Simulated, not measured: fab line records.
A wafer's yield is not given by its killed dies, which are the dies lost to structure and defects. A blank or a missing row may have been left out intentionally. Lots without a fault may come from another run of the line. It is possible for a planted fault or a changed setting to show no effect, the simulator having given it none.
fab line records ; flow n5-finfet
[record] lots = 4; wafers = 12; last-day = 17
route steps=1938 shown DUMMY_REMOVAL@377 HKMG_FIN@385 BEOL_M4@1111 PASSIVATION@1936
lots that met no fault: taken from a fault-free run of the same line
start-h: hours from the record's opening day to when the first of the lot's shown wafers began ; wait-h: time in hours since the lot's previous step ; " repeats the value in the row above ; L1.1+2: a single row standing in for several wafers ; - no value present, or no start provided ; * or withheld: withheld ; < > ~ a bound
route shown NAME@n: NAME is a module with steps in the file, n the number in the route of the first one ; usual: mean and standard deviation over wafers with no fault ; same: alike in all rows ; chamber/n: place in a boat ; sites: the reading at each site ; _std_site: standard deviation of those values ; _edge_site: the outer-site mean with the inner-site mean subtracted ; radius-mm: for every site, how far away it sits from the centre of the wafer ; mask NAME#n: copy n ; behind: the last tool/chamber to shape the wafer ; hold: cause of the lot's hold/its duration in hours/its outcome ; device: transistor that didn't switch, given as n, p or np ; end of line: tests of these same wafers at the route's end ; a step with no rows: only its recipe ; killed: dies that structure and defects cost at the first sort, which is not the same as the wafer's yield ; map: shows each die of a wafer: x if killed, . if not, _ if none is there
set.NAME: the run value of the setting; set.NAME@STEP: its run value at that earlier step ; model.NAME: the simulator's own value behind a step, which no gauge read
lots at selected steps of the route; one table per step, one row per wafer
[[steps]]
[step N5_DUMMY_REMOVAL_HM_STRIP_01]
[recipe] chemistry = CH3F/O2; material = SiNx; target-depth-a = 40; stop-on = poly-Si; time-s = 6.8; over-etch-frac = 0.3; ion-energy-ev = 60; power-w = 410; bias-w = 29; Ar_flow_sccm = 150; CH3F_flow_sccm = 30; O2_flow_sccm = 20
[step N5_DUMMY_REMOVAL_STRIP_10]
[recipe] chemistry = N2/H2; time-s = 40; power-w = 100; temp-c = 40; pressure-mtorr = 100; rf-frequency-hz = 6e+07; bias-power-w = 3; n2-flow-sccm = 300; h2-flow-sccm = 300
[step N5_DUMMY_REMOVAL_PRECLEAN_07]
[recipe] chemistry = dHF; time-s = 30; temp-c = 25; dilution = withheld
[step N5_DUMMY_REMOVAL_DUMMY_REMOVE_02]
[recipe] chemistry = TMAH; temp-c = 70; target = poly-Si; stop-on = SiO2; target-depth-nm = 142; conc-wt-pct = 5; time-s = 57; dry = ipa-marangoni; rinse-time-s = 30; rinse-temp-c = 23
[step N5_DUMMY_REMOVAL_PRECLEAN_08]
[recipe] chemistry = NF3:NH3; afs-cycles = 2; temp-c = 30; time-s = 20; sublimation-temp-c = 180; sublimation-time-s = 60; pressure-torr = 3; rf-power-w = 30
[step N5_DUMMY_REMOVAL_PRECLEAN_04]
[recipe] chemistry = DHF; time-s = 37; temp-c = 25; dilution = 500:1
[step N5_DUMMY_REMOVAL_SRD_05]
[recipe] dry = ipa-marangoni; do-ppb = 5; time-s = 30; temp-c = 23; rinse-liquid = diw
[step N5_HKMG_FIN_IL_REGROW_00]
[recipe] material = SiO2; target-thk-a = 7.5; chemistry = O3; temp-c = withheld; time-s = 30
[step N5_HKMG_FIN_HK_ALD_01]
[recipe] material = HfO2; target-thk-a = 16; temp-c = withheld; ald-precursor-family = HfCl4; ald-co-reactant = H2O; pulse-time-s = 3; purge-time-s = 3; co-reactant-purge-time-s = 2.5; co-reactant-pulse-time-s = 0.3; ald-cycles = 30
[step N5_HKMG_FIN_HK_ANNEAL_02]
[recipe] temp-c = 700; time-s = 30; ambient = N2; idle-temp-c = 600; ramp-up-c-per-s = 150; ramp-down-c-per-s = 60; cool-to-c = 600
[usual] lamp-power-pct = 8.81/0.053; lamp_zone_1_pct = 8.796/0.013; lamp_zone_2_pct = 8.800/0.011; lamp_zone_3_pct = 8.799/0.012; lamp_zone_4_pct = 8.793/0.012; lamp_zone_5_pct = 8.798/0.011; lamp_zone_6_pct = 8.725/0.011; lamp_zone_7_pct = 9.194/0.012; wafer_temp_C_max = 702.9/0.64
lot.wafer;tool;chamber;start-h;wait-h;lamp-power-pct;lamp_zone_1_pct;lamp_zone_2_pct;lamp_zone_3_pct;lamp_zone_4_pct;lamp_zone_5_pct;lamp_zone_6_pct;lamp_zone_7_pct;wafer_temp_C_max
L351.1;rtp-anneal-02;0;118.97;0.1;8.77;8.795;8.802;8.783;8.790;8.805;8.726;9.209;703.8
L351.2;rtp-anneal-02;0;118.97;0.1;8.87;8.787;8.804;8.797;8.794;8.814;8.720;9.200;702.2
L351.4;rtp-anneal-02;0;118.97;0.1;8.77;8.794;8.798;8.806;8.792;8.792;8.713;9.209;702.8
L352.3;rtp-anneal-02;0;125.86;0.2;9.94;9.879;9.902;9.898;9.881;9.895;9.797;10.318;704.1
L352.4;rtp-anneal-02;0;125.86;0.2;9.86;9.861;9.908;9.893;9.882;9.885;9.790;10.357;702.9
L352.5;rtp-anneal-02;0;125.86;0.2;9.91;9.877;9.882;9.914;9.874;9.884;9.821;10.336;702.4
L353.2;rtp-anneal-02;0;131.30;0.2;9.88;9.882;9.901;9.888;9.876;9.887;9.825;10.339;704.5
L353.3;rtp-anneal-02;0;131.30;0.2;9.88;9.894;9.896;9.886;9.893;9.880;9.816;10.334;702.4
L353.6;rtp-anneal-02;0;131.30;0.2;9.89;9.858;9.896;9.900;9.864;9.868;9.818;10.331;702.5
L364.1;rtp-anneal-01;0;200.62;0.2;8.70;8.805;8.828;8.801;8.774;8.807;8.738;9.181;704.1
L364.4;rtp-anneal-01;0;200.62;0.2;8.84;8.776;8.818;8.796;8.781;8.814;8.722;9.175;703.4
L364.5;rtp-anneal-01;0;200.62;0.2;8.88;8.812;8.813;8.796;8.788;8.795;8.722;9.173;702.9
[step N5_HKMG_FIN_ALD_74]
[recipe] material = La2O3; target-thk-a = 5; temp-c = 250; ald-precursor-family = La-Cp; ald-co-reactant = O3; pulse-time-s = 6; co-reactant-pulse-time-s = 1; purge-time-s = 3; co-reactant-purge-time-s = 3
[step N5_HKMG_FIN_ALD_75]
[recipe] material = Al2O3; target-thk-a = 10; temp-c = 150; ald-precursor-family = TMA; ald-co-reactant = H2O; pulse-time-s = withheld; co-reactant-pulse-time-s = 1
[step N5_HKMG_FIN_COAT_41]
[recipe] resist = SOC; temp-c = 250; time-s = 60; spin-rpm = 1500; resist-thk-nm = 300
[step N5_HKMG_FIN_COAT_42]
[recipe] resist = SiARC; temp-c = 220; time-s = 60; spin-rpm = 1500; resist-thk-nm = 35
[step N5_HKMG_FIN_COAT_43]
[recipe] resist = CAR-ArF; spin-rpm = 1500; resist-thk-nm = 90
[step N5_HKMG_FIN_EBR_45]
[recipe] solvent = PGMEA; ebr-width-mm = 1.5
[step N5_HKMG_FIN_SOFTBAKE_44]
[recipe] temp-c = 110; time-s = 60; resist = CAR-ArF
[step N5_HKMG_FIN_EXPOSE_46]
[recipe] mask-id = NDIPOLE; na = 1.35; source-shape = conventional; sigma-outer = 0.8; polarization = unpolarized; dose-mj = 40
[step N5_HKMG_FIN_PEB_47]
[recipe] peb-temp-c = withheld; peb-time-s = 60; resist = CAR-ArF
[step N5_HKMG_FIN_DEVELOP_48]
[recipe] develop-time-s = 30; developer = TMAH; resist = CAR-ArF; rinse-liquid = diw; dry = air-spin; dev-temp-c = 23
[step N5_HKMG_FIN_DESCUM_53]
[recipe] chemistry = O2; time-s = 7.9; source-power-w = 50; bias-power-w = 20; pressure-mtorr = 20; rf-frequency-hz = 2.712e+07; temp-c = 40; resist = CAR-ArF; o2-flow-sccm = 225
[step N5_HKMG_FIN_ETCH_54]
[recipe] chemistry = CF4; target = SiARC; target-depth-a = 455; mask-material = CAR-ArF; time-s = 75.8; ion-energy-ev = 80; pressure-mtorr = 40; source-w = 545; bias-w = 36; Ar_flow_sccm = 100; cf4-flow-sccm = 100; ends = cleared
[step N5_HKMG_FIN_ETCH_55]
[recipe] chemistry = N2/H2; target = SOC; target-depth-a = 2400; temp-c = 40; time-s = 300; ion-energy-ev = 200; mask-material = SiARC; pressure-mtorr = 30; source-w = 840; bias-w = 150; n2-flow-sccm = 200; h2-flow-sccm = 200
[step N5_HKMG_FIN_STRIP_56]
[recipe] chemistry = N2/H2; temp-c = 40; n2-flow-sccm = 200; h2-flow-sccm = 200; rf-frequency-hz = 6e+07
[step N5_HKMG_FIN_STRIP_57]
[recipe] chemistry = CF4; resist = SiARC; power-w = 300; bias-power-w = 75; pressure-mtorr = 50; cf4-flow-sccm = 150; rf-frequency-hz = 6e+07
[step N5_HKMG_FIN_ETCH_58]
[recipe] chemistry = N2/H2; target = SOC; target-depth-a = 2158; ion-energy-ev = 50; bias-w = 13; time-s = 741; pressure-mtorr = 30; source-w = 875; n2-flow-sccm = 200; h2-flow-sccm = 200
[step N5_HKMG_FIN_STRIP_93]
[recipe] chemistry = N2/H2; material = SOC; time-s = 20; power-w = 500; temp-c = 40; pressure-mtorr = 50; rf-frequency-hz = 6e+07; bias-power-w = 8; h2-frac = 0.5; n2-flow-sccm = 300; h2-flow-sccm = 300
[step N5_HKMG_FIN_WET_ETCH_76]
[recipe] chemistry = dNH4OH; mix = 1:50; temp-c = 25; target = Al2O3; stop-on = La2O3; target-depth-nm = 2.25; dry = ipa-marangoni; rinse-time-s = 30; rinse-temp-c = 23
[step N5_HKMG_FIN_STRIP_60]
[recipe] chemistry = N2/H2; power-w = 2500; temp-c = 300; h2-frac = 0.65; time-s = 360; pressure-mtorr = withheld; n2-flow-sccm = 1750; h2-flow-sccm = 3250
[step N5_HKMG_FIN_WET_ETCH_77]
[recipe] chemistry = dHCl; mix = 1:10000; temp-c = 25; target = La2O3; stop-on = HfO2; target-depth-nm = 2
[step N5_HKMG_FIN_WET_ETCH_78]
[recipe] chemistry = dNH4OH; mix = 1:50; temp-c = 25; target = Al2O3; stop-on = La2O3; target-depth-nm = 4.5; dry = ipa-marangoni; rinse-time-s = 30; rinse-temp-c = 23
[step N5_HKMG_FIN_ALD_79]
[recipe] material = TiN; target-thk-a = 15; temp-c = 400; ald-precursor-family = TiCl4; ald-co-reactant = NH3; pulse-time-s = 1; purge-time-s = 3; co-reactant-purge-time-s = 2; co-reactant-pulse-time-s = 2; ald-cycles = 68; pressure-torr = 3
[step N5_HKMG_FIN_CVD_62]
[recipe] material = a-Si; target-thk-a = 30; temp-c = 500; precursor = Si2H6; pressure-torr = 1; time-s = 20.8
[step N5_HKMG_FIN_RTA_80]
[recipe] temp-c = withheld; time-s = 2; ambient = N2; idle-temp-c = 600; ramp-up-c-per-s = 150; ramp-down-c-per-s = 60; cool-to-c = 600
[step N5_HKMG_FIN_PRECLEAN_64]
[recipe] chemistry = dHF; time-s = 30; temp-c = 25; dilution = withheld
[step N5_HKMG_FIN_WET_ETCH_65]
[recipe] chemistry = TMAH; temp-c = 70; conc-wt-pct = 5; target = a-Si; stop-on = TiN; time-s = 49; target-depth-nm = 3
[step N5_BEOL_M4_RC_MEAS_101]
[usual] DIBL_N = 36.4/1.7; DIBL_P = 36.4/2.1; IOFF_N = 0.16/0.035; IOFF_P = 0.21/0.035; ION_N = 680/11; ION_P = 465/6.8; RS_SD_N = 28.5/0.35; SS_N = 71.5/0.58; SS_P = 73.2/0.72; VT_N = 249/3.6; VT_P = -250/3.1
lot.wafer;tool;chamber;start-h;wait-h;DIBL_N[mV/V];DIBL_P[mV/V];IOFF_N[nA/um];IOFF_P[nA/um];ION_N[uA/um];ION_P[uA/um];RS_SD_N[ohm/sq];SS_N[mV/dec];SS_P[mV/dec];VT_N[mV];VT_P[mV]
L351.1;prober-02;0;214.89;0.6;36.7;36.4;0.16;0.20;676;465;28.5;71.1;73.1;248;-253
L351.2;prober-02;0;214.89;0.6;34.7;34.5;0.13;0.17;670;457;28.2;71.3;72.2;254;-256
L351.4;prober-02;0;214.89;0.6;37.1;37.6;0.19;0.22;702;473;28.7;71.4;73.8;248;-252
L352.3;prober-02;0;218.54;0.3;39.1;39.3;0.20;0.24;678;460;29.9;72.5;73.3;248;-247
L352.4;prober-02;0;218.54;0.3;39.4;40.9;0.22;0.27;691;476;30.0;72.4;73.9;243;-246
L352.5;prober-02;0;218.54;0.3;38.1;38.5;0.18;0.22;682;467;29.7;71.7;73.5;252;-249
L353.2;prober-01;0;220.90;0.2;37.6;34.9;0.17;0.21;680;460;29.2;71.7;73.0;247;-246
L353.3;prober-01;0;220.90;0.2;38.5;36.8;0.20;0.25;689;476;29.5;71.9;73.5;242;-244
L353.6;prober-01;0;220.90;0.2;37.2;34.3;0.15;0.20;669;461;29.1;71.8;72.4;251;-251
L364.1;prober-02;0;293.24;0.0;40.7;41.2;0.28;0.30;710;472;28.0;72.3;74.5;239;-245
L364.4;prober-02;0;293.24;0.0;37.0;36.5;0.18;0.22;693;477;28.0;71.4;73.0;247;-248
L364.5;prober-02;0;293.24;0.0;40.4;40.9;0.25;0.29;697;473;28.2;71.9;74.7;240;-248
[step N5_PASSIVATION_PROBE_49]
[usual] defect-limited-yield = 91.3/1.4; killed_at_M0_to_M3 = 36/11; killed_at_M4_up = 13/5.2; killed-at-contacts = 13/6.5; killed-at-front-end = 37/11; killed-at-other = 3.6/2.9; killed-dies = 103/17; killed-open = 68/12; killed-short = 33/7.3; sort_bin_4_leakage = 0.01/0.039; sort_bin_5_function = 5.2/0.91; sort_bin_6_memory = 3.2/0.67; sort-n-pass = 1077/17; sort-yield-pct = 91.3/1.4
[same] gross-dies = 1180; killed-at-back-side = 0; sort_bin_8_speed[%] = 0
lot.wafer;tool;chamber;start-h;wait-h;defect-limited-yield[%];killed_at_M0_to_M3;killed_at_M4_up;killed-at-contacts;killed-at-front-end;killed-at-other;killed-dies;killed-open;killed-short;sort_bin_4_leakage[%];sort_bin_5_function[%];sort_bin_6_memory[%];sort-n-pass;sort-yield-pct[%]
L352.3;prober-01;-;333.03;0.1;90.4;40;14;6;50;3;113;68;42;0;5.8;3.5;1067;90.4
L352.4;prober-01;-;333.08;0.2;90.4;40;20;12;36;5;113;79;32;0;5.4;3.7;1067;90.4
L352.5;prober-01;-;333.13;0.2;91.0;36;14;10;36;10;106;72;34;0;5.2;3.6;1074;91.0
// killed by level:class
L352.3 BEOL_M2:geometric-particle:open=10 STI_FIN_REVEAL:geometric-particle:open=8 ILD0:geometric-particle:open=8 BEOL_M0_SAQP:geometric-particle:open=7 ILD0:geometric-particle:short=7 BEOL_M0_SAQP:geometric-particle:short=7 STI_FIN_REVEAL:geometric-particle:short=6 BEOL_M1:geometric-particle:open=6
L352.4 FIN_SAQP:geometric-particle:open=15 BEOL_M0_SAQP:geometric-particle:short=12 BEOL_M0_SAQP:geometric-particle:open=11 MOL_CONTACT_COAG:geometric-particle:open=10 BEOL_M2:geometric-particle:open=10 BEOL_M5:geometric-particle:open=8 FIN_SAQP:geometric-particle:short=5 STI_FIN_REVEAL:geometric-particle:open=5
L352.5 FIN_SAQP:geometric-particle:open=10 MOL_CONTACT_COAG:geometric-particle:open=9 BEOL_M3:geometric-particle:open=9 FIN_SAQP:geometric-particle:short=8 BEOL_M0_SAQP:geometric-particle:open=8 GATE_CUT:geometric-particle:short=7 BEOL_M0_SAQP:geometric-particle:short=6 BEOL_M4:geometric-particle:open=6
[[key]]
[first-sign] step = N5_HKMG_FIN_HK_ANNEAL_02; reading = lamp_zone_6_pct; direction = up; sigmas = 99+; usual = *; struck = *
[effect] step = N5_HKMG_FIN_HK_ANNEAL_02; reading = lamp_zone_5_pct; direction = up; sigmas = 97; usual = *; struck = *
[effect] step = N5_BEOL_M4_RC_MEAS_101; reading = RS_SD_N; direction = up; sigmas = 3.1; usual = 28.5; struck = 29.6
met-at N5_HKMG_FIN_HK_ANNEAL_02
struck-wafers L352.3,L352.4,L352.5,L353.2,L353.3,L353.6
onset-between 118.97 125.86
[fault] kind = process-parameter-drift; tool = rtp-anneal-02; chamber = -; onset-h = 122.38; steps = N5_HKMG_FIN_HK_ANNEAL_02; channel = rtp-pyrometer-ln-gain; offset = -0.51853; shape = step; end-h = 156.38
